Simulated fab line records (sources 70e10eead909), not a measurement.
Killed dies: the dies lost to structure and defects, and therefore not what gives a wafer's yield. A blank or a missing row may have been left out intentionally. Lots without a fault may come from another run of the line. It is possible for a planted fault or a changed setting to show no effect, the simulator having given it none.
Which tool was responsible? + flow nand harc + 36 wafers from 12 lots sampled at 5 of the route's 1302 steps

## WHAT THE GAUGES SHOWED, per wafer
NHARC_P_CONTACT_OVL_MEAS_13.
| lot  | measured     | on         | overlay x nm (nm) |
|------|--------------|------------|-------------------|
| L075 | day 6 11:06  | overlay-02 | 0.6 0.8 1.0       |
| L077 | day 7 04:49  | overlay-02 | -0.8 -0.4 -0.5    |
| L079 | day 8 07:10  | overlay-02 | 0.2 -0.2 -0.7     |
| L081 | day 8 15:44  | overlay-02 | 0.9 1.3 1.2       |
| L083 | day 9 18:19  | overlay-02 | -0.7 -1.0 -0.7    |
| L085 | day 10 10:58 | overlay-01 | -0.4 -0.3 -0.3    |
| L087 | day 11 08:01 | overlay-01 | -0.3 -0.4 0.2     |
| L089 | day 11 23:08 | overlay-02 | -1.4 -1.9 -0.8    |
| L091 | day 13 03:58 | overlay-02 | 0.8 1.0 1.0       |
| L093 | day 13 17:56 | overlay-02 | -0.4 0.5 0.5      |
| L095 | day 14 11:16 | overlay-02 | 0.4 0.7 0.3       |
| L097 | day 15 14:53 | overlay-01 | 0.6 0.8 0.4       |

## TOOL THAT RAN EACH LOT (tool first, then ch and the chambers of the sampled wafers, then the start)
| lot  | NHARC_P_ZERO_WELL_DESCUM_39        | NHARC_P_STI_ETCH_31                           | NHARC_P_GATE_STRIP_75                | NHARC_P_GATE_DEGAS_109       |
|------|------------------------------------|-----------------------------------------------|--------------------------------------|------------------------------|
| L075 | rie diel-04 ch 1,2,3, day 2 10:22  | rie diel-08 ch 2,3, day 6 03:57 or earlier    | plasma asher-02 ch 0,1, day 6 03:57  | pvd sputter-02, day 6 08:35  |
| L077 | rie diel-04 ch 1,2,3, day 3 07:50  | rie diel-08 ch 1,2,3, day 6 21:48 or earlier  | plasma asher-01 ch 0,1, day 6 21:48  | pvd sputter-03, day 7 02:18  |
| L079 | rie diel-04 ch 0,1, day 4 03:05    | rie diel-08 ch 1,2, day 7 23:33 or earlier    | plasma asher-02 ch 0,1, day 7 23:33  | pvd sputter-01, day 8 04:17  |
| L081 | rie diel-04 ch 1,2,3, day 4 22:15  | rie diel-11 ch 0,1,3, day 8 08:40 or earlier  | plasma asher-02 ch 0,1, day 8 08:40  | pvd sputter-02, day 8 13:12  |
| L083 | rie diel-07 ch 0,2,3, day 5 18:34  | rie diel-08 ch 0,3, day 9 11:02 or earlier    | plasma asher-02 ch 0,1, day 9 11:02  | pvd sputter-01, day 9 15:41  |
| L085 | rie diel-04 ch 0,1,2, day 6 14:19  | rie diel-08 ch 0,3, day 10 03:43 or earlier   | plasma asher-02 ch 0, day 10 03:43   | pvd sputter-02, day 10 08:26 |
| L087 | rie diel-04 ch 0,1,3, day 7 10:24  | rie diel-11 ch 0,1,3, day 11 00:37 or earlier | plasma asher-01 ch 0,1, day 11 00:37 | pvd sputter-02, day 11 05:22 |
| L089 | rie diel-06 ch 0,2, day 8 06:27    | rie diel-11 ch 1,3, day 11 15:40 or earlier   | plasma asher-01 ch 0,1, day 11 15:40 | pvd sputter-01, day 11 20:26 |
| L091 | rie diel-06 ch 0,1,2, day 9 02:46  | rie diel-10 ch 2,3, day 12 20:43 or earlier   | plasma asher-02 ch 0, day 12 20:43   | pvd sputter-01, day 13 01:19 |
| L093 | rie diel-06 ch 0,1,3, day 9 22:14  | rie diel-08 ch 1,2, day 13 10:39 or earlier   | plasma asher-01 ch 1, day 13 10:39   | pvd sputter-02, day 13 15:17 |
| L095 | rie diel-06 ch 0,2, day 10 18:26   | rie diel-11 ch 0,2,3, day 14 03:55 or earlier | plasma asher-01 ch 0,1, day 14 03:55 | pvd sputter-02, day 14 08:35 |
| L097 | rie diel-04 ch 0,1,2, day 11 14:25 | rie diel-11 ch 0,1,2, day 15 07:20 or earlier | plasma asher-02 ch 0,1, day 15 07:20 | pvd sputter-02, day 15 12:13 |
- NHARC_P_ZERO_WELL_DESCUM_39: chemistry O2, time 3 s.
- NHARC_P_STI_ETCH_31: etches the open film in CF4/CHF3, target depth 108.9 nm, time 54.5 s.
- NHARC_P_GATE_STRIP_75: strips in O2.
- NHARC_P_GATE_DEGAS_109: time 60 s.

## THE ANSWER, worked out from the rows above alone
Rule: usual is defined by the lots themselves. Put in order of their means at a reading, lots are off if they are a third of the lots or fewer, leave a main group of 4 or more, and stand apart from it by a gap of 3 or more times the standard deviation of the main group's means; of several such gaps the widest counts. A main group is skipped when, at the precision printed for the reading in the tables above, its means are all equal. Also off: a lot with no number at a reading for which 4 or more lots have one. All remaining lots with rows at the step are treated as sound.
Across all readings shown, no lot is off: no conclusion can be drawn from this.

## WHAT THE SIMULATOR HAD INSERTED
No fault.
